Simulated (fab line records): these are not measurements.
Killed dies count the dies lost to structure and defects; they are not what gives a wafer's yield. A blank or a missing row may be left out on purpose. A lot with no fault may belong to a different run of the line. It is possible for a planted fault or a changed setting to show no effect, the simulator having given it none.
Chamber matching -- flow n5Finfet -- pecvd-04 running N5_FIN_SAQP_HM_DEP_03: 3 sister chambers
The step deposits SiNx from SiH4/NH3/N2, target thk 38 nm, time 33.6 s. 30 wafers are shown with their chamber, then 12 later ones without.

## WAFERS WITH THEIR CHAMBER
wafer,chamber,showerheadPlenumPTorr (Torr),throttleValvePct (%),heaterPowerW (W)
L074.4,1,5.02,44.5,719
L074.5,0,5.28,40.5,717
L074.6,2,5.25,43.6,770
L076.1,0,5.29,40.3,692
L076.2,1,5.02,44.3,654
L076.5,1,5.01,44.5,665
L076.3,1,5.02,44.2,672
L076.4,0,5.31,40.3,690
L076.6,0,5.30,40.2,698
L077.1,0,5.31,40.1,681
L077.3,1,5.02,44.2,763
L077.5,1,5.01,44.5,785
L080.1,0,5.30,40.4,699
L080.3,2,5.24,39.3,724
L080.6,2,5.25,39.6,705
L082.2,0,5.30,40.6,646
L082.3,2,5.25,39.4,738
L082.5,2,5.23,39.2,758
L086.3,2,5.23,39.6,719
L086.4,0,5.30,40.5,715
L086.5,2,5.24,39.3,737
L088.1,0,5.30,40.6,682
L088.2,2,5.22,39.7,755
L088.5,1,5.02,44.4,667
L089.1,0,5.31,40.7,777
L089.2,2,5.24,39.5,822
L089.3,1,5.02,44.4,802
L089.4,0,5.30,40.7,779
L089.5,2,5.25,39.5,819
L089.6,1,5.03,44.4,653

SIGNATURES (averages over the wafers above)
reading,chamber 0,chamber 1,chamber 2,scatter within a chamber
showerheadPlenumPTorr,5.3000,5.0189,5.2400,0.0088
throttleValvePct,40.445,44.378,39.870,0.775
heaterPowerW,706.91,708.89,754.70,46.7
Rule: for each reading, subtract the chamber's mean from the wafer's reading, divide by that reading's scatter and square the result; add these up over the readings and take the root, which gives the wafer's distance from the chamber. The wafer belongs to the nearest chamber; if the next one is less than 2 further off, it can't be placed. The scatter: the root of (the sum of the squares of (reading less its chamber's mean) over the shown wafers, divided by (wafers less chambers)).

## WAFERS WHOSE CHAMBER IS MISSING
wafer,showerheadPlenumPTorr (Torr),throttleValvePct (%),heaterPowerW (W)
L090.2,5.25,39.5,846
L090.3,5.02,44.6,656
L090.4,5.30,40.6,772
L091.3,5.24,39.5,793
L091.5,5.29,40.6,715
L091.6,5.02,43.9,773
L093.1,5.24,39.4,819
L093.4,5.30,40.8,743
L093.5,5.24,39.7,816
L097.1,5.24,39.9,707
L097.2,5.03,44.5,760
L097.3,5.30,40.8,712

## WHICH CHAMBER EACH ONE RAN IN
wafer,from the rows above,in truth
L090.2,2,2
L090.3,1,1
L090.4,0,0
L091.3,2,2
L091.5,0,0
L091.6,1,1
L093.1,2,2
L093.4,0,0
L093.5,2,2
L097.1,2,2
L097.2,1,1
L097.3,0,0
12 of 12 placed correctly. Number that these rows cannot place: 0. Wrongly placed: 0.
